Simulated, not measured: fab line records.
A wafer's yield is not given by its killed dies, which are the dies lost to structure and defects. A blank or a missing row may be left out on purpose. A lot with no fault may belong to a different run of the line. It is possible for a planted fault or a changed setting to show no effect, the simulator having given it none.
Chamber matching -- flow nand-harc -- NHARC_P_BONDPAD_STRIP_15 on rie-diel-01 has 4 sister chambers
The step strips in O2. 4 wafers are shown with their chamber, then 7 later ones without.

EACH WAFER AND ITS CHAMBER
wafer,chamber,showerhead-plenum-p-Torr (Torr)
L084.6,2,3.32
L087.5,1,3.64
L086.1,0,3.68
L086.3,3,3.67

WAFERS MISSING THEIR CHAMBER
wafer,showerhead-plenum-p-Torr (Torr)
L086.6,3.67
L088.2,3.64
L088.4,3.31
L088.5,3.31
L096.2,3.63
L096.5,3.67
L096.6,3.63

CHAMBER TAKEN BY EACH
wafer,from the rows above,in truth
L086.6,can't be placed: 3 or 0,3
L088.2,1,1
L088.4,2,2
L088.5,2,2
L096.2,1,1
L096.5,can't be placed: 3 or 0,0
L096.6,1,1
Correct placement for 5 of the 7. Unplaceable from these rows: 2, with the true chamber sitting among the candidates in 2. 0 placed wrongly.
How it was worked out, from the rows above alone: a wafer's distance from a chamber is the root of the sum, over the readings, of the square of ((its reading less the chamber's mean) divided by the reading's scatter). If the next closest chamber is less than 2 further off than the closest, the wafer can't be placed; otherwise it belongs to the closest. Each chamber's mean is taken over the wafers shown for it. The scatter: root of mean squared gap, hidden wafer to nearest shown wafer, with one shown wafer a chamber.
